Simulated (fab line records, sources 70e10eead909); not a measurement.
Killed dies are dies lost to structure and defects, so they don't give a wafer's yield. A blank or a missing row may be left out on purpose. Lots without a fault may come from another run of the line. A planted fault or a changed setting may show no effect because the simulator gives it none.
A struck lot beside a sound one | flow nand_harc | 40 steps out of a route of 1302
Sound: wafers L536.2, L536.4, L536.6. Struck: wafers L547.3, L547.5. (L547.1 of the same lot was not struck and is left out.) The cause comes at the end.
At each step with rows: each side's tool, then ch and its chambers, then its first start. Under that, the readings that differ: sound wafers | struck wafers | difference of the means | sigmas: that difference in standard deviations of wafers without a fault.
alike: readings whose means differ by less than 2 such deviations, and words and numbers that are the same on both sides. not compared: withheld readings, readings that some wafer has no value for, bounds like >300 that may hide the same value, and numbers for which the record gives no deviation and whose values overlap.
The two part at a step that has a row with sigmas, a row that says differs or no value, or rows on one side only. Numbers that don't overlap but have no deviation are shown without sigmas and don't part them. A reading that every wafer of one side lacks parts them only if that side has two wafers or more.

first, 5 steps without rows for these wafers: NHARC_A_CHANNEL_HOLE_D1_STRIP_43 (strips in O2/COS); NHARC_A_CHANNEL_HOLE_D1_ETCH_44 (etches the open film in CF4/O2, target depth 140 nm, overetch 14 nm, time 77 s); NHARC_A_CHANNEL_HOLE_D1_STRIP_27 (strips in O2); NHARC_A_CHANNEL_HOLE_D1_PRECLEAN_28 (cleans in SC1); NHARC_A_CHANNEL_HOLE_D1_SRD_29.
NHARC_A_CHANNEL_HOLE_D1_CD_MEAS_30:
  sound on cd_sem-03, day 8 16:04; struck on cd_sem-02, day 13 21:10
  alike: cd_nm
then, 1 step without rows for these wafers: NHARC_A_CHANNEL_HOLE_D1_XSEM_31.
NHARC_A_CHANNEL_HOLE_D1_INSPECT_40:
  sound on defect_inspect-02, day 8 16:15; struck on defect_inspect-02, day 13 21:21
  alike: raw_defect_count
then, 4 steps without rows for these wafers: NHARC_A_CHANNEL_FILL_D1_PRECLEAN_00 (cleans in SC1); NHARC_A_CHANNEL_FILL_D1_SRD_01; NHARC_A_CHANNEL_FILL_D1_ALD_02 (deposits SiO2, target thk 6 nm, pulse time 10 s, ald cycles 60); NHARC_A_CHANNEL_FILL_D1_ALD_03 (deposits SiNx, target thk 6 nm, pulse time 60 s, ald cycles 58).
NHARC_A_CHANNEL_FILL_D1_ALD_14: deposits SiO2, target thk 2.5 nm, pulse time 10 s, ald cycles 25.
  sound on ald_hk-04 ch 0,1, day 8 23:29; struck on ald_hk-03 ch 3, day 14 04:34
  alike: heater_power_outer_w, heater_power_w, precursor_pulse_height_rel
then, 4 steps without rows for these wafers: NHARC_A_CHANNEL_FILL_D1_ALD_15 (deposits SiNx, target thk 2 nm, pulse time 60 s, ald cycles 19); NHARC_A_CHANNEL_FILL_D1_ALD_16 (deposits SiO2, target thk 1.5 nm, pulse time 10 s, ald cycles 15); NHARC_A_CHANNEL_FILL_D1_ANNEAL_17 (time 1800 s); NHARC_A_CHANNEL_FILL_D1_CVD_18 (deposits poly-Si, target thk 3 nm).
NHARC_A_CHANNEL_FILL_D1_ETCHBACK_19: etches the open film in HBr/Cl2, target depth 5 nm, time 1.7 s.
  sound on rie_si-06 ch 0,2, day 9 16:34; struck on rie_si-05 ch 0,1, day 14 21:37
  alike: drypump_motor_current_A, he_backside_leak_sccm, oes_product_au, throttle_valve_pct
  not compared: rf_hours_counter_h
NHARC_A_CHANNEL_FILL_D1_ETCHBACK_20: etches the open film in C4F8/O2/Ar, target depth 27 nm, time 13.5 s.
  sound on rie_diel-12 ch 1,3, day 9 16:43; struck on rie_diel-12 ch 0,1, day 14 21:44
  alike: oes_product_au, rf_vpp_V
  not compared: rf_hours_counter_h
NHARC_A_CHANNEL_FILL_D1_STRIP_28: strips in O2, time 20 s.
  sound on rie_diel-12 ch 2,3, day 9 16:49; struck on rie_diel-12 ch 0, day 14 21:50
  reading      | sound          | struck    | difference | sigmas
  rf_vpp_V (V) | 57.5 57.2 56.8 | 59.4 58.7 | +1.9       | +2
  alike: drypump_motor_current_A, oes_product_au, showerhead_plenum_p_Torr, throttle_valve_pct
  not compared: rf_hours_counter_h
then, 4 steps without rows for these wafers: NHARC_A_CHANNEL_FILL_D1_PRECLEAN_21 (cleans in dHF, time 30 s); NHARC_A_CHANNEL_FILL_D1_SRD_23; NHARC_A_CHANNEL_FILL_D1_CVD_05 (deposits poly-Si, target thk 5 nm); NHARC_A_CHANNEL_FILL_D1_ANNEAL_22 (time 7200 s).
NHARC_A_CHANNEL_FILL_D1_THK_MEAS_06: measures by ellipsometry.
  sound on film_metro-01, day 10 04:43; struck on film_metro-01, day 15 09:29
  alike: thk_nm
then, 6 steps without rows for these wafers: NHARC_A_CHANNEL_FILL_D1_ALD_25 (deposits SiOx, target thk 60 nm, pulse time 10 s, ald cycles 600); NHARC_A_CHANNEL_FILL_D1_ETCHBACK_08 (etches the open film in C4F8, target depth 220 nm, time 110 s); NHARC_A_CHANNEL_FILL_D1_STRIP_29 (strips in O2, time 20 s); NHARC_A_CHANNEL_FILL_D1_PRECLEAN_30 (cleans in dHF, time 30 s); NHARC_A_CHANNEL_FILL_D1_SRD_31; NHARC_A_CHANNEL_FILL_D1_CVD_09 (deposits poly-Si, target thk 150 nm, time 3000 s).
NHARC_A_CHANNEL_FILL_D1_CMP_10: polishes, target thk 150 nm.
  sound on cmp-01 ch 0,1,3, day 10 17:29; struck on cmp-01 ch 1,2, day 15 21:04
  alike: motor_current_A, time_to_endpoint_s
then, 1 step without rows for these wafers: NHARC_A_CHANNEL_FILL_D1_SRD_12.
NHARC_A_DECK1_JOINT_ETCHBACK_07: etches the open film in HBr, target depth 105 nm, time 26.9 s.
  sound on rie_si-04 ch 0,2,3, day 10 17:56; struck on rie_si-04 ch 2, day 15 21:33
  alike: drypump_motor_current_A, he_backside_leak_sccm, oes_product_au, throttle_valve_pct
  not compared: rf_hours_counter_h
then, 5 steps without rows for these wafers: NHARC_A_DECK1_JOINT_ETCH_25 (etches SiO2 in dHF, target depth 0.5 nm); NHARC_A_DECK1_JOINT_ETCH_19 (etches poly-Si in TMAH, target depth 3 nm); NHARC_A_DECK1_JOINT_ETCH_18 (etches SiO2 in dHF, target depth 3 nm); NHARC_A_DECK1_JOINT_WET_08 (chemistry H3PO4, time 86 s); NHARC_A_DECK1_JOINT_ETCH_09 (etches SiO2 in dHF, target depth 5 nm).
-- the record jumps here: 13 days lie between the struck wafers' starts before and after (it left off in module A_DECK1_JOINT and takes up again in module END, whose first step shown is number 1302 of the route) --
NHARC_END_SORT_01:
  the record has rows for the struck wafers here (prober-01 ch 0, day 28 10:44) and none for the sound ones

WHERE THEY PART
First at NHARC_A_CHANNEL_FILL_D1_STRIP_28; last, within this record, at NHARC_END_SORT_01.

WHY: what the simulator had put in
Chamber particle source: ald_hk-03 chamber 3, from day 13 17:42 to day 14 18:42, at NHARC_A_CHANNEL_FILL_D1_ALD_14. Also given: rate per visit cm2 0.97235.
